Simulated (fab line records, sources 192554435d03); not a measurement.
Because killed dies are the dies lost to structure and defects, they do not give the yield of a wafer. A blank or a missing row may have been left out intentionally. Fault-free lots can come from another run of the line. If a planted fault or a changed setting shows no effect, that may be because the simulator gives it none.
fab line records	flow n5_finfet	part 1 of 2: steps 1 to 27 of 35
record lots=5	wafers=15	last_day=17
route steps=1938 shown MOL_CONTACT_COAG@619 BEOL_M0_SAQP@632
lots with no fault: from the same line, run without faults
start_h: start of the lot's first displayed wafer, in hours after the record's first day	wait_h: hours elapsed since this lot's preceding step	" same as the row above	L1.1+2: several wafers, shown together as one row	- no value, or no start given	* or withheld: withheld	< > ~ a bound
route shown NAME@n: names a module that has steps shown in the file, with the first one's number in the route	usual: mean/standard deviation taken from wafers without a fault	same: alike in all rows	chamber/n: place in a boat	sites: each site's reading	_std_site: their standard deviation	_edge_site: outer sites' mean less inner sites'	radius_mm: how far each site lies from the wafer's centre	mask NAME#n: copy n	behind: tool/chamber where the wafer was last shaped	hold: cause of the lot's hold/its duration in hours/its outcome	device: which transistor (n, p or np) failed to switch	end of line: the tests these same wafers got at the end of their route	a step given without rows: its recipe and nothing more	killed: dies that structure and defects cost at the first sort, which is not the same as the wafer's yield	map: the dies of a wafer, with x for killed, . for not killed, _ for no die there
set.NAME: the setting that was run; set.NAME@STEP: the one run at that earlier step	model.NAME: the simulator's own value behind a step, which no gauge read
lots seen at some steps along the route; tables by step, rows by wafer
services: the hour from which a tool's chamber was out of use, counted from the record's first day as start_h (under 0 if before that day), plus the number of hours and why
## steps
# step N5_MOL_CONTACT_COAG_STRIP_49
# recipe chemistry=N2/H2	time_s=30	power_w=1000	temp_c=250	pressure_mtorr=withheld	n2_flow_sccm=1750	h2_flow_sccm=3250
# usual drypump_motor_current_A=5.7/0.54	heater_power_w=350/20
lot.wafer	tool	chamber	start_h	wait_h	drypump_motor_current_A	heater_power_w	rf_hours_counter_h
L076.1	plasma_asher-01	1	113.67	-	6.4	336	49
L076.5	"	1	"	"	6.4	329	-
L076.6	"	0	"	"	5.1	376	-
L077.1	plasma_asher-01	0	116.75	-	5.1	382	49
L077.3	"	1	"	"	6.5	330	-
L077.4	"	0	"	"	5.1	371	-
L079.1	plasma_asher-01	0	129.27	-	5.1	376	52
L079.2	"	1	"	"	6.4	340	52
L079.5	"	0	"	"	5.1	384	-
L087.1	plasma_asher-01	0	182.67	-	5.1	383	60
L087.4	"	0	"	"	5.1	373	-
L087.5	"	0	"	"	5.1	380	-
L095.3	plasma_asher-02	0	225.31	-	5.8	326	-
L095.5	"	1	"	"	5.5	364	-
L095.6	"	0	"	"	5.8	327	-
# step N5_MOL_CONTACT_COAG_PRECLEAN_138
# recipe chemistry=alkaline_clean	temp_c=60	time_s=60	do_ppb=50
lot.wafer	tool	chamber	start_h	wait_h
L076.1+5+6	wet_bench-03	6,5,4	113.76	0.1
L077.1+3+4	wet_bench-04	6,3,2	116.84	0.1
L079.1+2+5	wet_bench-03	7,3,5	129.36	0.1
L087.1+4+5	wet_bench-03	6,4,0	182.76	0.1
L095.3+5+6	wet_bench-05	1,7,0	225.38	0.0
# step N5_MOL_CONTACT_COAG_SRD_139
# recipe dry=ipa_marangoni	time_s=30	temp_c=23	rinse_liquid=diw
lot.wafer	tool	chamber	start_h	wait_h
L076.1+5+6	wet_bench-03	6,5,4	113.78	0.0
L077.1+3+4	wet_bench-04	6,3,2	116.86	0.0
L079.1+2+5	wet_bench-03	7,3,5	129.38	0.0
L087.1+4+5	wet_bench-03	6,4,0	182.78	0.0
L095.3+5+6	wet_bench-05	1,7,0	225.40	0.0
# step N5_MOL_CONTACT_COAG_CD_MEAS_101
# recipe target_cd_nm=16
# usual cd_nm=16.0/0.44
lot.wafer	tool	chamber	start_h	wait_h	cd_nm
L076.1	cd_sem-02	-	113.82	0.0	15.6
L076.5	"	-	"	"	16.2
L076.6	"	-	"	"	15.9
L077.1	cd_sem-01	-	116.90	0.0	15.6
L077.3	"	-	"	"	16.0
L077.4	"	-	"	"	16.1
L079.1	cd_sem-03	-	129.42	0.0	16.8
L079.2	"	-	"	"	16.3
L079.5	"	-	"	"	16.6
L087.1	cd_sem-03	-	182.82	0.0	16.5
L087.4	"	-	"	"	15.7
L087.5	"	-	"	"	15.7
L095.3	cd_sem-02	-	225.44	0.0	15.7
L095.5	"	-	"	"	16.1
L095.6	"	-	"	"	15.9
# step N5_MOL_CONTACT_COAG_PRE_CLEAN_121
# recipe gas=H2/He	time_s=*	temp_c=withheld
lot.wafer	tool	chamber	start_h	wait_h
L076.1+5+6	cvd_w-02	1,0,1	113.86	0.0
L077.1+3+4	cvd_w-02	1,0,1	116.94	0.0
L079.1+2+5	cvd_w-01	0,1,1	129.46	0.0
L087.1+4+5	cvd_w-02	1,0,0	182.86	0.0
L095.3+5+6	cvd_w-02	1,0,1	225.51	0.1
# step N5_MOL_CONTACT_COAG_CVD_140
# recipe material=W	target_thk_a=665	mode=selective_fill	temp_c=300	time_s=215
# usual heater_power_w=454/61
lot.wafer	tool	chamber	start_h	wait_h	heater_power_w
L076.1	cvd_w-02	1	113.95	0.1	403
L076.5	"	0	"	"	418
L076.6	"	1	"	"	394
L077.1	cvd_w-02	1	117.03	0.1	397
L077.3	"	0	"	"	425
L077.4	"	1	"	"	400
L079.1	cvd_w-01	0	129.55	0.1	548
L079.2	"	1	"	"	474
L079.5	"	1	"	"	476
L087.1	cvd_w-02	1	182.95	0.1	405
L087.4	"	0	"	"	429
L087.5	"	0	"	"	427
L095.3	cvd_w-02	1	225.65	0.1	396
L095.5	"	0	"	"	416
L095.6	"	1	"	"	400
# step N5_MOL_CONTACT_COAG_PRECLEAN_127
# recipe chemistry=DIW	time_s=57.5	temp_c=23
lot.wafer	tool	chamber	start_h	wait_h
L076.1+5+6	wet_bench-04	7,1,5	114.22	0.2
L077.1+3+4	wet_bench-04	3,0,4	117.30	0.2
L079.1+2+5	wet_bench-04	5,4,3	129.82	0.2
L087.1+4+5	wet_bench-04	0,4,3	183.22	0.2
L095.3+5+6	wet_bench-05	2,6,4	225.84	0.1
# step N5_MOL_CONTACT_COAG_SRD_128
# recipe dry_time_s=32	dry=n2_spin	spin_rpm=1500
# usual spin_rpm=1500.0/0.88
lot.wafer	tool	chamber	start_h	wait_h	spin_rpm
L076.1	wet_bench-04	7	114.24	0.0	1499.8
L076.5	"	1	"	"	1500.2
L076.6	"	5	"	"	1500.9
L077.1	wet_bench-04	3	117.32	0.0	1500.3
L077.3	"	0	"	"	1502.1
L077.4	"	4	"	"	1501.6
L079.1	wet_bench-04	5	129.84	0.0	1499.5
L079.2	"	4	"	"	1500.2
L079.5	"	3	"	"	1499.8
L087.1	wet_bench-04	0	183.26	0.0	1500.0
L087.4	"	4	"	"	1499.3
L087.5	"	3	"	"	1500.3
L095.3	wet_bench-05	2	225.86	0.0	1499.0
L095.5	"	6	"	"	1500.7
L095.6	"	4	"	"	1499.6
# step N5_MOL_CONTACT_COAG_CMP_52
# recipe stop_on=SiO2	t_overpolish_s=1.5	post_cmp_clean=w_dilute_nh4oh	down_force_psi=4	platen_rpm=50.289	pad_velocity_m_s=1.0006	target_thk_nm=66.5
# usual motor_current_A=12.0/1.1	overpolish_run_s=1.502/0.0095	platen_rpm=50.29/0.034	time_to_endpoint_s=15/3.1
lot.wafer	tool	chamber	start_h	wait_h	motor_current_A	overpolish_run_s	platen_rpm	time_to_endpoint_s
L076.1	cmp-02	2	114.27	0.0	12.0	1.509	50.29	10
L076.6	"	2	"	"	12.1	1.496	50.28	12
L076.5	"	3	"	"	12.2	1.522	50.33	12
L077.4	cmp-04	3	117.35	0.0	11.5	1.509	50.32	16
L077.1	"	1	"	"	10.6	1.519	50.31	11
L077.3	"	2	"	"	10.9	1.510	50.25	11
L079.2	cmp-02	0	130.03	0.2	11.4	1.502	50.28	15
L079.1	"	2	"	"	12.6	1.493	50.22	11
L079.5	"	3	"	"	13.9	1.506	50.33	14
L087.1	cmp-03	1	183.34	0.1	11.7	1.498	50.29	21
L087.4	"	3	"	"	12.2	1.499	50.32	13
L087.5	"	1	"	"	11.2	1.507	50.31	19
L095.3	cmp-02	2	225.89	0.0	12.2	1.508	50.26	13
L095.5	"	2	"	"	12.7	1.505	50.23	13
L095.6	"	3	"	"	13.6	1.506	50.33	12
# step N5_MOL_CONTACT_COAG_THK_MEAS_53
# recipe reads=SiO2_of_MOL_CONTACT_COAG_PECVD_31
# usual VIA_MOL_THK=44.2/0.83
lot.wafer	tool	chamber	start_h	wait_h	VIA_MOL_THK[nm]
L076.1	film_metro-02	-	114.57	-	43.9
L076.5	"	-	"	"	43.8
L076.6	"	-	"	"	45.3
L077.1	film_metro-02	-	117.64	-	45.0
L077.3	"	-	"	"	43.9
L077.4	"	-	"	"	45.6
L079.1	film_metro-02	-	130.28	-	43.4
L079.2	"	-	"	"	44.5
L079.5	"	-	"	"	44.2
L087.1	film_metro-02	-	183.60	-	43.1
L087.4	"	-	"	"	44.0
L087.5	"	-	"	"	44.8
L095.3	film_metro-02	-	226.19	-	44.1
L095.5	"	-	"	"	44.2
L095.6	"	-	"	"	42.5
# step N5_MOL_CONTACT_COAG_ANNEAL_112
# recipe temp_c=400	time_s=1800	ambient=HPD2	pressure_atm=10
# usual wafer_temp_C_max=402.2/0.49
lot.wafer	tool	chamber	start_h	wait_h	wafer_temp_C_max
L076.1	hp_anneal-01	0	117.38	2.8	402.2
L076.5	"	0	"	"	401.9
L076.6	"	0	"	"	402.0
L077.1	hp_anneal-01	0	120.38	2.7	402.7
L077.3	"	0	"	"	402.3
L077.4	"	0	"	"	401.7
L079.1	hp_anneal-01	0	130.35	0.1	401.9
L079.2	"	0	"	"	402.6
L079.5	"	0	"	"	402.0
L087.1	hp_anneal-01	0	183.62	0.0	402.5
L087.4	"	0	"	"	402.4
L087.5	"	0	"	"	403.2
L095.3	hp_anneal-01	0	227.26	1.1	402.1
L095.5	"	0	"	"	402.7
L095.6	"	0	"	"	402.3
# step N5_MOL_CONTACT_COAG_INSPECT_97
# recipe inspect_instrument=darkfield	mode=post_anneal
# usual raw_defect_count=44/15
lot.wafer	tool	chamber	start_h	wait_h	raw_defect_count
L076.1	defect_inspect-01	-	120.41	0.0	28
L076.5	"	-	"	"	56
L076.6	"	-	"	"	47
L077.1	defect_inspect-01	-	123.42	0.0	42
L077.3	"	-	"	"	31
L077.4	"	-	"	"	40
L079.1	defect_inspect-02	-	133.38	0.0	35
L079.2	"	-	"	"	86
L079.5	"	-	"	"	58
L087.1	defect_inspect-02	-	186.65	0.0	38
L087.4	"	-	"	"	82
L087.5	"	-	"	"	30
L095.3	defect_inspect-02	-	230.34	0.1	77
L095.5	"	-	"	"	51
L095.6	"	-	"	"	56
# step N5_BEOL_M0_SAQP_PECVD_00
# recipe material=SiCN	target_thk_a=80	temp_c=withheld	precursor=3MS/NH3	pressure_torr=3	rf_w=202	time_s=14
# usual showerhead_plenum_p_Torr=3.675/0.0089	throttle_valve_pct=8.9/0.31
lot.wafer	tool	chamber	start_h	wait_h	showerhead_plenum_p_Torr	throttle_valve_pct
L076.1	pecvd-01	0	120.76	0.2	3.687	8.3
L076.5	"	1	"	"	3.686	8.8
L076.6	"	0	"	"	3.681	8.7
L077.1	pecvd-02	2	123.75	0.2	3.664	8.7
L077.3	"	1	"	"	3.683	9.0
L077.4	"	0	"	"	3.665	8.9
L079.1	pecvd-04	2	133.71	0.2	3.680	8.6
L079.2	"	1	"	"	3.672	9.8
L079.5	"	2	"	"	3.676	8.7
L087.1	pecvd-01	0	186.98	0.2	3.680	8.6
L087.4	"	0	"	"	3.686	8.8
L087.5	"	2	"	"	3.668	9.0
L095.3	pecvd-02	2	230.63	0.1	3.672	9.1
L095.5	"	2	"	"	3.671	9.2
L095.6	"	1	"	"	3.682	8.7
# step N5_BEOL_M0_SAQP_ILD_DEP_01
# recipe material=SiOC	target_thk_a=454.19	temp_c=350	precursor=DEMS/O2	pressure_torr=5	rf_w=500	time_s=8.7
# usual heater_power_w=516/68	showerhead_plenum_p_Torr=5.707/0.011	throttle_valve_pct=11.7/0.4
lot.wafer	tool	chamber	start_h	wait_h	heater_power_w	showerhead_plenum_p_Torr	throttle_valve_pct
L076.1	pecvd-01	0	120.78	0.0	517	5.713	11.1
L076.5	"	1	"	"	596	5.698	11.2
L076.6	"	0	"	"	499	5.709	11.1
L077.1	pecvd-02	2	123.78	0.0	442	5.712	11.4
L077.3	"	1	"	"	622	5.712	11.6
L077.4	"	0	"	"	547	5.687	12.0
L079.1	pecvd-04	2	133.75	0.0	487	5.718	11.4
L079.2	"	1	"	"	363	5.688	12.6
L079.5	"	2	"	"	485	5.702	11.4
L087.1	pecvd-01	0	187.00	0.0	452	5.712	11.3
L087.4	"	0	"	"	458	5.744	11.6
L087.5	"	2	"	"	461	5.703	11.7
L095.3	pecvd-02	2	230.66	0.0	398	5.692	11.6
L095.5	"	2	"	"	402	5.703	11.6
L095.6	"	1	"	"	626	5.714	11.6
# step N5_BEOL_M0_SAQP_HM_DEP_02
# recipe material=TiN	target_thk_a=120	temp_c=25	chamber_pressure_pa=0.49996
# usual chamber_pressure_pa=0.5001/0.00094	throttle_valve_pct=30.3/1
lot.wafer	tool	chamber	start_h	wait_h	chamber_pressure_pa	throttle_valve_pct
L076.1	pvd_sputter-02	-	121.80	1.0	0.5006	31.7
L076.5	"	-	"	"	0.5006	30.1
L076.6	"	-	"	"	0.4980	29.9
L077.1	pvd_sputter-01	-	125.26	1.5	0.4993	28.4
L077.3	"	-	"	"	0.4995	31.8
L077.4	"	-	"	"	0.5011	30.2
L079.1	pvd_sputter-01	-	134.06	0.3	0.5002	30.2
L079.2	"	-	"	"	0.5011	28.4
L079.5	"	-	"	"	0.5002	31.9
L087.1	pvd_sputter-01	-	190.79	3.8	0.4998	31.8
L087.4	"	-	"	"	0.4991	30.6
L087.5	"	-	"	"	0.5016	30.3
L095.3	pvd_sputter-01	-	232.69	2.0	0.4985	30.5
L095.5	"	-	"	"	0.5000	30.4
L095.6	"	-	"	"	0.4997	30.3
# step N5_BEOL_M0_SAQP_PECVD_03
# recipe material=SiCN	target_thk_a=120	temp_c=withheld	precursor=3MS/NH3	pressure_torr=3	rf_w=202	time_s=21.1
# usual showerhead_plenum_p_Torr=3.675/0.0084	throttle_valve_pct=8.9/0.3
lot.wafer	tool	chamber	start_h	wait_h	showerhead_plenum_p_Torr	throttle_valve_pct
L076.1	pecvd-02	2	121.92	0.1	3.679	8.6
L076.5	"	0	"	"	3.665	9.1
L076.6	"	2	"	"	3.681	8.9
L077.1	pecvd-01	1	125.38	0.1	3.670	8.5
L077.3	"	2	"	"	3.677	8.9
L077.4	"	0	"	"	3.692	8.8
L079.1	pecvd-04	2	134.18	0.1	3.671	8.5
L079.2	"	0	"	"	3.665	9.2
L079.5	"	0	"	"	3.675	9.0
L087.1	pecvd-04	1	190.91	0.1	3.677	9.7
L087.4	"	2	"	"	3.673	8.7
L087.5	"	1	"	"	3.672	9.6
L095.3	pecvd-02	0	232.81	0.1	3.671	9.1
L095.5	"	0	"	"	3.668	9.0
L095.6	"	1	"	"	3.683	9.0
# step N5_BEOL_M0_SAQP_PECVD_96
# recipe material=a-Si	target_thk_a=450	temp_c=350	precursor=SiH4/He	pressure_torr=3	rf_w=100	time_s=45.2
# usual heater_power_w=659/64	showerhead_plenum_p_Torr=5.704/0.029	throttle_valve_pct=17.9/0.52
lot.wafer	tool	chamber	start_h	wait_h	heater_power_w	showerhead_plenum_p_Torr	throttle_valve_pct
L076.1	pecvd-02	2	121.95	0.0	618	5.689	17.5
L076.5	"	0	"	"	694	5.665	18.3
L076.6	"	2	"	"	622	5.702	17.3
L077.1	pecvd-01	1	125.41	0.0	691	5.745	17.2
L077.3	"	2	"	"	592	5.682	17.5
L077.4	"	0	"	"	629	5.748	17.4
L079.1	pecvd-04	2	134.21	0.0	666	5.713	17.2
L079.2	"	0	"	"	756	5.690	17.9
L079.5	"	0	"	"	731	5.693	18.0
L087.1	pecvd-04	1	190.94	0.0	577	5.705	19.3
L087.4	"	2	"	"	642	5.703	17.8
L087.5	"	1	"	"	584	5.714	19.1
L095.3	pecvd-02	0	232.84	0.0	603	5.671	18.2
L095.5	"	0	"	"	598	5.667	18.4
L095.6	"	1	"	"	747	5.740	17.8
# step N5_BEOL_M0_SAQP_PECVD_97
# recipe material=SiNx	target_thk_a=230	temp_c=350	precursor=SiH4/NH3/N2	pressure_torr=1.5	rf_w=300	time_s=19.9
# usual heater_power_w=583/69	showerhead_plenum_p_Torr=5.19/0.037	throttle_valve_pct=39.3/1.1
lot.wafer	tool	chamber	start_h	wait_h	heater_power_w	showerhead_plenum_p_Torr	throttle_valve_pct
L076.1	pecvd-02	2	122.00	0.0	572	5.17	38.2
L076.5	"	0	"	"	601	5.13	39.7
L076.6	"	2	"	"	572	5.18	38.7
L077.1	pecvd-01	1	125.46	0.0	683	5.24	38.1
L077.3	"	2	"	"	553	5.17	39.0
L077.4	"	0	"	"	515	5.25	37.7
L079.1	pecvd-04	2	134.25	0.0	580	5.21	38.3
L079.2	"	0	"	"	618	5.16	39.3
L079.5	"	0	"	"	625	5.17	39.4
L087.1	pecvd-04	1	190.99	0.0	466	5.21	42.4
L087.4	"	2	"	"	639	5.22	38.9
L087.5	"	1	"	"	496	5.21	42.2
L095.3	pecvd-02	0	232.88	0.0	535	5.14	39.9
L095.5	"	0	"	"	536	5.14	39.7
L095.6	"	1	"	"	706	5.24	39.5
# step N5_BEOL_M0_SAQP_PECVD_04
# recipe material=a-Si	target_thk_a=600	temp_c=350	precursor=SiH4/He	pressure_torr=3	rf_w=100	time_s=60.2
# usual heater_power_w=654/59	showerhead_plenum_p_Torr=5.705/0.028	throttle_valve_pct=17.9/0.52
lot.wafer	tool	chamber	start_h	wait_h	heater_power_w	showerhead_plenum_p_Torr	throttle_valve_pct
L076.1	pecvd-02	2	122.04	0.0	584	5.713	17.5
L076.5	"	0	"	"	699	5.681	18.3
L076.6	"	2	"	"	577	5.695	17.4
L077.1	pecvd-01	1	125.49	0.0	715	5.752	17.3
L077.3	"	2	"	"	636	5.690	17.7
L077.4	"	0	"	"	608	5.744	17.1
L079.1	pecvd-04	2	134.29	0.0	607	5.727	17.6
L079.2	"	0	"	"	680	5.676	17.9
L079.5	"	0	"	"	692	5.677	17.9
L087.1	pecvd-04	1	191.03	0.0	490	5.716	19.2
L087.4	"	2	"	"	625	5.718	17.7
L087.5	"	1	"	"	483	5.713	19.3
L095.3	pecvd-02	0	232.92	0.0	615	5.669	18.3
L095.5	"	0	"	"	622	5.658	18.2
L095.6	"	1	"	"	723	5.727	17.8
# step N5_BEOL_M0_SAQP_THK_MEAS_05
# usual thk_nm=60.0/0.81
lot.wafer	tool	chamber	start_h	wait_h	thk_nm
L076.1	film_metro-01	-	122.14	0.1	60.7
L076.5	"	-	"	"	60.8
L076.6	"	-	"	"	61.1
L077.1	film_metro-02	-	125.59	0.1	59.6
L077.3	"	-	"	"	59.4
L077.4	"	-	"	"	61.4
L079.1	film_metro-02	-	134.39	0.1	59.0
L079.2	"	-	"	"	59.1
L079.5	"	-	"	"	59.4
L087.1	film_metro-02	-	191.12	0.1	59.0
L087.4	"	-	"	"	61.4
L087.5	"	-	"	"	59.5
L095.3	film_metro-02	-	233.03	0.1	61.1
L095.5	"	-	"	"	61.8
L095.6	"	-	"	"	61.7
# step N5_BEOL_M0_SAQP_HM_DEP_111
# recipe material=SiO2	target_thk_a=120	temp_c=400	precursor=SiH4/N2O	pressure_torr=0.75	rf_w=275	time_s=7.2
# usual heater_power_w=815/76	showerhead_plenum_p_Torr=8.27/0.079
lot.wafer	tool	chamber	start_h	wait_h	heater_power_w	showerhead_plenum_p_Torr
L076.1	pecvd-01	0	122.17	0.0	720	8.35
L076.5	"	2	"	"	786	8.20
L076.6	"	0	"	"	709	8.34
L077.1	pecvd-02	2	125.63	0.0	751	8.24
L077.3	"	0	"	"	752	8.16
L077.4	"	0	"	"	752	8.15
L079.1	pecvd-04	2	134.42	0.0	812	8.30
L079.2	"	1	"	"	659	8.25
L079.5	"	1	"	"	648	8.25
L087.1	pecvd-01	0	191.16	0.0	774	8.40
L087.4	"	0	"	"	769	8.36
L087.5	"	2	"	"	842	8.22
L095.3	pecvd-02	2	233.07	0.0	698	8.19
L095.5	"	0	"	"	798	8.15
L095.6	"	2	"	"	705	8.22
# step N5_BEOL_M0_SAQP_COAT_81
# recipe resist=SOC	temp_c=250	time_s=60	spin_rpm=1500	resist_thk_nm=100
lot.wafer	tool	chamber	start_h	wait_h
L076.1+5+6	litho_track-04	0	122.25	0.1
L077.1+3+4	litho_track-04	0	125.70	0.1
L079.1+2+5	litho_track-05	0	134.50	0.1
L087.1+4+5	litho_track-04	0	191.24	0.1
L095.3+5+6	litho_track-04	0	233.15	0.1
# step N5_BEOL_M0_SAQP_COAT_82
# recipe resist=SiARC	temp_c=220	time_s=60	spin_rpm=1500	resist_thk_nm=30
lot.wafer	tool	chamber	start_h	wait_h
L076.1+5+6	litho_track-04	0	-	-
L077.1+3+4	litho_track-04	0	-	-
L079.1+2+5	litho_track-05	0	-	-
L087.1+4+5	litho_track-04	0	-	-
L095.3+5+6	litho_track-04	0	-	-
# step N5_BEOL_M0_SAQP_COAT_08
# recipe resist=CAR-ArF	spin_rpm=1500	resist_thk_nm=90
lot.wafer	tool	chamber	start_h	wait_h
L076.1+5+6	litho_track-04	0	-	-
L077.1+3+4	litho_track-04	0	-	-
L079.1+2+5	litho_track-05	0	-	-
L087.1+4+5	litho_track-04	0	-	-
L095.3+5+6	litho_track-04	0	-	-
# step N5_BEOL_M0_SAQP_EBR_10
# recipe solvent=PGMEA	ebr_width_mm=1.5
lot.wafer	tool	chamber	start_h	wait_h
L076.1+5+6	litho_track-04	0	-	-
L077.1+3+4	litho_track-04	0	-	-
L079.1+2+5	litho_track-05	0	-	-
L087.1+4+5	litho_track-04	0	-	-
L095.3+5+6	litho_track-04	0	-	-
# step N5_BEOL_M0_SAQP_SOFTBAKE_09
# recipe temp_c=110	time_s=60	resist=CAR-ArF
lot.wafer	tool	chamber	start_h	wait_h
L076.1+5+6	litho_track-04	0	-	-
L077.1+3+4	litho_track-04	0	-	-
L079.1+2+5	litho_track-05	0	-	-
L087.1+4+5	litho_track-04	0	-	-
L095.3+5+6	litho_track-04	0	-	-
# step N5_BEOL_M0_SAQP_EXPOSE_11
# recipe mask_id=M0_CORE	na=1.35	source_shape=dipole	sigma_inner=0.538	sigma_outer=0.738	polarization=te	target_cd_nm=42	dose_mj=55
lot.wafer	tool	chamber	start_h	wait_h	mask
L076.1+5+6	arfi_scanner-03	0	122.49	-	M0_CORE#0
L077.1+3+4	arfi_scanner-02	0	125.95	-	M0_CORE#0
L079.1+2+5	arfi_scanner-01	0	134.74	-	M0_CORE#0
L087.1+4+5	arfi_scanner-01	0	191.48	-	M0_CORE#0
L095.3+5+6	arfi_scanner-02	0	233.43	-	M0_CORE#0
